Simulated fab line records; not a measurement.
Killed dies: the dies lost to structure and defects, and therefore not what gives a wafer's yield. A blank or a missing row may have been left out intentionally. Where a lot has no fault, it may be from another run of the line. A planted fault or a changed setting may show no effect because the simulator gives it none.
Code-filled problem report in 8D (eight disciplines) form    flow n5-finfet    the parts of the form that need people (team, actions taken, sign-off) are left out

1. THE PROBLEM
run-length-s at N5_BEOL_M2_CVD_47 reads a mean of 168.4 s on 6 wafers of 2 lots; wafers without a fault read 246.5 s with a standard deviation of 0.6. So: -99 or more standard deviations from the usual mean.
The step: deposits Co from CCTBA/H2, target thk 3 nm, time 223.8 s.
The first sign was on wafer L347.2 at day 11 04:41, on cvd-co-01. The record holds 33 wafers of 11 lots with a number at this step. Rule for "out" (also "out of limits"): further than 4 standard deviations from the usual mean. All remaining wafers that have a number are taken as sound.

2. WHAT THIS IS AND IS NOT
question                     is                      is not
which readings at this step  run-length-s            -
which lots                   L347, L348              L329, L330, L331, L335, L338, L340, L343, L351, L352
which wafers of those lots   all that have a number  -
read on which tools          cvd-co-01               cvd-co-02
when                         from day 11 04:41       up to then (21 sound wafers); but 6 sound wafers of L351, L352 came after

3. THE SUSPECTS, EACH WITH WHAT RULES IT OUT
Counting: a tool at any process step up to the reading remains a suspect when it ran all the lots that are out and ran no sound lot after the first of those.
- cvd-co-01 at N5_BEOL_M2_CVD_47 (deposits Co from CCTBA/H2, target thk 3 nm, time 223.8 s): kept. It ran every lot that is out, first L347 (day 11 04:41), and no sound lot after that; its last sound lot up to then is L343 (day 10 12:23). On those wafers its own readings are out: run-length-s.
Left after counting: cvd-co-01 at N5_BEOL_M2_CVD_47.

4. THE CAUSE (what the simulator had put in)
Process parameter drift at N5_BEOL_M2_CVD_47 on cvd-co-01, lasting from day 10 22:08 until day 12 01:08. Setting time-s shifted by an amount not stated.
After counting, this tool was the only one left.

5. THE EFFECT CHAIN, in route order
Each row: a reading where the mean over the struck wafers with a number is more than 3 standard deviations away from the usual. Only readings whose record carries a usual standard deviation are examined. hours: median over the lots of the time between each lot's start at the first step of this table that gives one and its start at this step. sigmas: the change, counted in usual standard deviations.
hours  step               reading       usual    on struck wafers  change  sigmas
0      N5_BEOL_M2_CVD_47  run-length-s  246.5 s  168.4             -78.1   -99 or more
Process steps it contains:
- N5_BEOL_M2_CVD_47: deposits Co from CCTBA/H2, target thk 3 nm, time 223.8 s.
Later steps that measure or inspect, where all struck wafers having a row at the step show a number for every such reading and not one has moved that far: N5_BEOL_M4_RC_MEAS_101.

6. WHAT WOULD HAVE CAUGHT IT SOONER
The fault began at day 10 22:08; the first out-of-limits reading in this record came at day 11 04:41, 7 hours later.
